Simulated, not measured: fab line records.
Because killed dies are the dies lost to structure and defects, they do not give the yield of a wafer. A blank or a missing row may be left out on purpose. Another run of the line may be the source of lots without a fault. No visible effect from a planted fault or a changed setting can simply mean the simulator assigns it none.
Matching of chambers | flow nand harc | NHARC_A_STAIRCASE_TRIM_229 on rie diel-04 has 4 sister chambers
The step chemistry O2, time 211.2 s. 16 wafers are shown with their chamber, then 8 later ones without.

== WAFERS WITH THEIR CHAMBER ==
wafer  | chamber | showerhead plenum p Torr (Torr) | drypump motor current A (A) | rf vpp V (V)
L744.2 | 1       | 3.29                            | 6.6                         | 57.0
L744.5 | 2       | 3.63                            | 6.2                         | 58.5
L744.6 | 1       | 3.29                            | 6.6                         | 56.2
L745.1 | 0       | 3.40                            | 5.2                         | 57.4
L745.4 | 1       | 3.29                            | 6.6                         | 56.7
L745.6 | 2       | 3.63                            | 6.2                         | 58.0
L746.1 | 1       | 3.29                            | 6.6                         | 57.5
L746.3 | 2       | 3.62                            | 6.2                         | 58.1
L746.5 | 3       | 3.73                            | 6.0                         | 56.8
L747.1 | 2       | 3.62                            | 6.2                         | 55.8
L747.2 | 3       | 3.73                            | 6.0                         | 57.7
L747.3 | 1       | 3.28                            | 6.6                         | 57.4
L748.1 | 2       | 3.62                            | 6.3                         | 59.5
L748.3 | 1       | 3.28                            | 6.6                         | 56.8
L748.6 | 3       | 3.73                            | 6.0                         | 57.7
L750.2 | 0       | 3.39                            | 5.3                         | 56.6

SIGNATURES, as means of the wafers listed above
reading                  | chamber 0 | chamber 1 | chamber 2 | chamber 3 | scatter within a chamber
showerhead plenum p Torr | 3.3950    | 3.2867    | 3.6240    | 3.7300    | 0.00503
drypump motor current A  | 5.250     | 6.600     | 6.220     | 6.000     | 0.0329
rf vpp V                 | 57.000    | 56.933    | 57.980    | 57.400    | 0.883
Rule: a wafer lies at a distance from a chamber equal to the root of the sum of squares, over the readings, of (its reading less the chamber's mean, divided by the reading's scatter). The wafer belongs to the nearest chamber; if the next one is less than 2 further off, it can't be placed. The scatter: take each reading less its chamber's mean, square it, sum over the shown wafers, divide by the number of wafers less the number of chambers, and take the root.

== WAFERS WHOSE CHAMBER IS MISSING ==
wafer  | showerhead plenum p Torr (Torr) | drypump motor current A (A) | rf vpp V (V)
L750.4 | 3.62                            | 6.2                         | 59.8
L750.5 | 3.62                            | 6.2                         | 57.9
L752.2 | 3.72                            | 6.0                         | 58.1
L752.3 | 3.39                            | 5.3                         | 55.9
L752.4 | 3.72                            | 6.0                         | 58.1
L764.3 | 3.70                            | 6.0                         | 58.7
L764.4 | 3.80                            | 6.6                         | 58.3
L764.6 | 3.80                            | 6.6                         | 58.3

== THE CHAMBER EACH PASSED THROUGH ==
wafer  | from the rows above | in truth
L750.4 | 2                   | 2
L750.5 | 2                   | 2
L752.2 | 3                   | 3
L752.3 | 0                   | 0
L752.4 | 3                   | 3
L764.3 | 3                   | 3
L764.4 | 3                   | 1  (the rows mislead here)
L764.6 | 3                   | 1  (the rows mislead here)
Correct placement for 6 of the 8. Not placeable from these rows: 0. Placed wrongly: 2.
